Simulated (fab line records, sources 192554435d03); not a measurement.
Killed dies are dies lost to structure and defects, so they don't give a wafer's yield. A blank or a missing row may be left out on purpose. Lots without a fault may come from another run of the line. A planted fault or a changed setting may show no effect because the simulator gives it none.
Which tool did it? | flow n5_finfet | 10 lots, 30 wafers sampled, at 5 steps of a route of 1938

WHAT THE GAUGES READ, wafer by wafer
N5_BEOL_M4_RC_MEAS_101. Usual: DIBL_N 35.9 mV/V, standard deviation 1.3; DIBL_P 36.3 mV/V, standard deviation 1.5; IOFF_N 0.153 nA/um, standard deviation 0.023; IOFF_P 0.208 nA/um, standard deviation 0.028; ION_N 672 uA/um, standard deviation 9.7; ION_P 462 uA/um, standard deviation 6.6; SS_N 71.5 mV/dec, standard deviation 0.53; SS_P 73.3 mV/dec, standard deviation 0.59; VT_N 250.4 mV, standard deviation 2.7; VT_P -250.5 mV, standard deviation 3.
lot  | measured     | on        | DIBL_N (mV/V)  | DIBL_P (mV/V)  | IOFF_N (nA/um)    | IOFF_P (nA/um)    | ION_N (uA/um) | ION_P (uA/um) | SS_N (mV/dec)  | SS_P (mV/dec)  | VT_N (mV)         | VT_P (mV)            | flag
L158 | day 8 00:50  | prober-02 | 35.3 36.9 34.4 | 35.2 37.2 33.8 | 0.137 0.162 0.120 | 0.175 0.197 0.152 | 660 679 660   | 453 461 450   | 71.3 71.8 70.7 | 73.1 73.7 72.3 | 250.9 249.6 254.1 | -254.6 -255.0 -257.9 |
L159 | day 8 15:58  | prober-01 | 35.9 37.1 37.2 | 35.8 37.6 37.0 | 0.154 0.182 0.181 | 0.189 0.213 0.215 | 673 677 684   | 457 457 465   | 71.3 71.6 72.2 | 73.1 73.7 74.0 | 251.8 251.6 248.6 | -254.4 -250.9 -250.2 |
L163 | day 9 19:38  | prober-02 | 35.9 37.1 34.8 | 36.9 38.6 36.6 | 0.143 0.173 0.137 | 0.198 0.225 0.194 | 655 671 666   | 451 461 459   | 71.9 71.3 70.9 | 72.9 73.9 72.7 | 253.9 248.6 251.7 | -255.0 -249.8 -250.7 |
L164 | day 10 07:00 | prober-01 | 36.8 36.9 35.7 | 37.2 35.8 35.7 | 0.170 0.168 0.149 | 0.235 0.222 0.217 | 681 685 671   | 470 469 467   | 72.2 70.7 71.8 | 73.8 73.4 73.9 | 248.3 248.3 252.0 | -249.1 -250.4 -249.9 |
L167 | day 10 11:12 | prober-02 | 35.7 37.4 37.4 | 35.8 38.7 38.2 | 0.135 0.173 0.169 | 0.180 0.224 0.213 | 675 684 686   | 460 471 464   | 71.3 71.7 71.9 | 73.6 73.5 73.1 | 253.1 247.8 247.4 | -249.9 -248.1 -251.0 |
L169 | day 11 03:49 | prober-01 | 35.8 34.1 34.7 | 35.2 32.7 34.5 | 0.141 0.116 0.120 | 0.200 0.167 0.191 | 670 649 654   | 462 450 464   | 71.3 70.6 70.8 | 73.0 72.7 73.3 | 252.4 257.0 253.8 | -250.8 -254.6 -251.3 |
L172 | day 12 04:38 | prober-02 | 36.0 37.6 36.6 | 36.8 37.8 36.5 | 0.177 0.198 0.174 | 0.237 0.244 0.235 | 687 664 676   | 472 460 465   | 71.6 72.9 71.9 | 73.8 74.2 73.4 | 243.4 246.2 246.1 | -248.3 -247.6 -246.4 |
L175 | day 12 15:20 | prober-01 | 34.7 35.2 34.3 | 36.2 36.0 35.4 | 0.135 0.140 0.126 | 0.171 0.176 0.161 | 677 667 663   | 456 455 456   | 71.2 71.5 71.2 | 72.8 73.7 73.0 | 253.7 252.1 253.5 | -255.0 -255.3 -255.1 |
L177 | day 13 15:25 | prober-01 | 33.7 33.9 34.0 | 34.3 34.7 35.1 | 0.136 0.137 0.144 | 0.213 0.212 0.223 | 665 670 686   | 462 466 476   | 70.9 70.4 71.5 | 73.3 72.4 73.6 | 251.6 250.3 251.4 | -247.8 -248.5 -245.7 |
L178 | day 13 21:12 | prober-01 | 35.8 32.8 34.9 | 38.0 34.6 37.1 | 0.168 0.121 0.152 | 0.216 0.176 0.203 | 673 669 685   | 462 460 474   | 71.5 71.3 71.5 | 73.4 72.8 73.5 | 249.3 251.3 252.4 | -252.6 -253.5 -249.4 |

WHICH TOOL RAN EACH LOT (tool, then ch and the chambers of the sampled wafers, then the start)
lot  | N5_MOL_CONTACT_COAG_ETCH_110      | N5_MOL_CONTACT_COAG_TI_SIL_19 | N5_MOL_CONTACT_COAG_PRE_CLEAN_141 | N5_MOL_CONTACT_COAG_CO_FILL_22
L158 | rie_diel-06 ch 0,3, day 4 16:53   | pvd_sputter-03, day 4 17:34   | pvd_sputter-03, day 4 19:08       | cvd_co-02 ch 0,1,2, day 4 19:19
L159 | rie_diel-03 ch 1,3, day 5 02:25   | pvd_sputter-02, day 5 04:26   | pvd_sputter-02, day 5 05:29       | cvd_co-01 ch 0,1, day 5 05:40
L163 | rie_diel-03 ch 1,2,3, day 5 21:44 | pvd_sputter-02, day 5 22:34   | pvd_sputter-01, day 5 23:47       | cvd_co-01 ch 0,2, day 5 23:58
L164 | rie_diel-06 ch 1,2,3, day 6 08:38 | pvd_sputter-01, day 6 10:26   | pvd_sputter-01, day 6 11:26       | cvd_co-01 ch 0,2, day 6 11:39
L167 | rie_diel-03 ch 0,2,3, day 7 01:44 | pvd_sputter-01, day 7 02:31   | pvd_sputter-03, day 7 04:23       | cvd_co-01 ch 0,2, day 7 04:38
L169 | rie_diel-06 ch 0,1,3, day 7 23:12 | pvd_sputter-03, day 7 23:59   | pvd_sputter-03, day 8 00:56       | cvd_co-02 ch 0,1,2, day 8 01:07
L172 | rie_diel-06 ch 0,1, day 8 10:17   | pvd_sputter-01, day 8 11:38   | pvd_sputter-01, day 8 12:25       | cvd_co-02 ch 0,2, day 8 12:37
L175 | rie_diel-03 ch 1,2, day 9 04:29   | pvd_sputter-01, day 9 05:04   | pvd_sputter-03, day 9 07:24       | cvd_co-01 ch 0,1, day 9 07:35
L177 | rie_diel-03 ch 0,1, day 9 15:12   | pvd_sputter-03, day 9 15:54   | pvd_sputter-01, day 9 16:37       | cvd_co-01 ch 0,1,2, day 9 16:48
L178 | rie_diel-05 ch 0,1,2, day 9 17:49 | pvd_sputter-01, day 9 18:37   | pvd_sputter-01, day 9 20:46       | cvd_co-01 ch 1,2, day 9 20:56
- N5_MOL_CONTACT_COAG_ETCH_110: etches Si in CF4/O2, target depth 2.5 nm, time 8 s.
- N5_MOL_CONTACT_COAG_TI_SIL_19: material Ti, target thk 4.2 nm, time 15 s.
- N5_MOL_CONTACT_COAG_PRE_CLEAN_141: time 60 s.
- N5_MOL_CONTACT_COAG_CO_FILL_22: material Co, precursor CCTBA/H2, target thk 20 nm.

WHAT THE TOOLS THEMSELVES READ (means of the sampled wafers that have a number; where no wafer has one, the mark that the record gives instead)
N5_MOL_CONTACT_COAG_ETCH_110. Usual: bias_w 12.00 W, standard deviation 0.037; drypump_motor_current_A 5.9 A, standard deviation 0.37; oes_product_au 0.80 a.u., standard deviation 0.1; rf_vpp_V 126.7 V, standard deviation 1.7; showerhead_plenum_p_Torr 2.22 Torr, standard deviation 0.089; throttle_valve_pct 10.75 %, standard deviation 0.28.
lot  | tool        | bias_w (W) | drypump_motor_current_A (A) | oes_product_au (a.u.) | rf_vpp_V (V) | showerhead_plenum_p_Torr (Torr) | throttle_valve_pct (%) | flag
L158 | rie_diel-06 | 12.02      | 6.0                         | 0.80                  | 126.1        | 2.18                            | 10.66                  |
L159 | rie_diel-03 | 12.02      | 6.0                         | 0.72                  | 126.9        | 2.30                            | 11.16                  |
L163 | rie_diel-03 | 11.98      | 6.1                         | 0.75                  | 127.6        | 2.23                            | 11.05                  |
L164 | rie_diel-06 | 12.03      | 6.0                         | 0.78                  | 128.7        | 2.25                            | 10.80                  |
L167 | rie_diel-03 | 12.05      | 6.0                         | 0.75                  | 127.4        | 2.20                            | 10.89                  |
L169 | rie_diel-06 | 11.43      | 5.8                         | 0.88                  | 122.7        | 2.23                            | 10.48                  | OFF
L172 | rie_diel-06 | 11.48      | 5.6                         | 0.82                  | 120.3        | 2.22                            | 10.58                  | OFF
L175 | rie_diel-03 | 12.02      | 6.0                         | 0.87                  | 127.3        | 2.20                            | 10.81                  |
L177 | rie_diel-03 | 11.97      | 5.7                         | 0.77                  | 126.2        | 2.22                            | 10.84                  |
L178 | rie_diel-05 | 11.97      | 5.5                         | 0.78                  | 127.6        | 2.20                            | 10.79                  |

N5_MOL_CONTACT_COAG_TI_SIL_19. Usual: throttle_valve_pct 29.8 %, standard deviation 1.4.
lot  | tool           | throttle_valve_pct (%) | flag
L158 | pvd_sputter-03 | 29.2                   |
L159 | pvd_sputter-02 | 30.2                   |
L163 | pvd_sputter-02 | 30.8                   |
L164 | pvd_sputter-01 | 28.3                   |
L167 | pvd_sputter-01 | 28.5                   |
L169 | pvd_sputter-03 | 30.4                   |
L172 | pvd_sputter-01 | 29.6                   |
L175 | pvd_sputter-01 | 30.5                   |
L177 | pvd_sputter-03 | 30.2                   |
L178 | pvd_sputter-01 | 29.0                   |

N5_MOL_CONTACT_COAG_PRE_CLEAN_141. Usual: heater_power_w 475 W, standard deviation 37.
lot  | tool           | heater_power_w (W) | flag
L158 | pvd_sputter-03 | 485                |
L159 | pvd_sputter-02 | 478                |
L163 | pvd_sputter-01 | 473                |
L164 | pvd_sputter-01 | 492                |
L167 | pvd_sputter-03 | 453                |
L169 | pvd_sputter-03 | 476                |
L172 | pvd_sputter-01 | 509                |
L175 | pvd_sputter-03 | 485                |
L177 | pvd_sputter-01 | 490                |
L178 | pvd_sputter-01 | 495                |

N5_MOL_CONTACT_COAG_CO_FILL_22. Usual: heater_power_w 249 W, standard deviation 28.
lot  | tool      | heater_power_w (W) | flag
L158 | cvd_co-02 | 254                |
L159 | cvd_co-01 | 270                |
L163 | cvd_co-01 | 234                |
L164 | cvd_co-01 | 245                |
L167 | cvd_co-01 | 239                |
L169 | cvd_co-02 | 248                |
L172 | cvd_co-02 | 220                |
L175 | cvd_co-01 | 245                |
L177 | cvd_co-01 | 250                |
L178 | cvd_co-01 | 265                |

THE ANSWER, worked out from the rows above alone
Rule: a lot is off if the mean of its wafers that have a number lies more than 3 standard deviations from the usual mean. A lot without any number at a reading at which 4 lots or more have one is off too. The other lots that the step has rows for count as sound. The gauges are gone through in route order, then the tools' own readings, and for those a lot's mean is taken as printed above. The first step at which some lot is off is used, and at that step the reading that is off furthest; a lot without a number counts as furthest.
Off: L169, L172, at N5_MOL_CONTACT_COAG_ETCH_110 (bias_w).
A tool fits if, at that step or a process step before it, it ran every lot that is off, and no sound lot after the first of them. One fits: rie_diel-06 at N5_MOL_CONTACT_COAG_ETCH_110. Its last sound lot is L164 (day 6 08:38), its first lot that is off L169 (day 7 23:12): a fault that began between those two fits.
The tool's own readings at N5_MOL_CONTACT_COAG_ETCH_110 bear it out: on the lots that are off they differ by more than 5 times the standard deviation of the sound lots' means. bias_w reads 11.46 W there against 12.01 W on the sound lots; rf_vpp_V reads 121.5 V there against 127.2 V on the sound lots.

WHAT THE SIMULATOR HAD PUT IN
Process parameter drift: rie_diel-06, from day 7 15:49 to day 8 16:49, at N5_MOL_CONTACT_COAG_ETCH_110. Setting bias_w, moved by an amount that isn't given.
Lots struck among those shown: L169, L172. The rule above found the same.
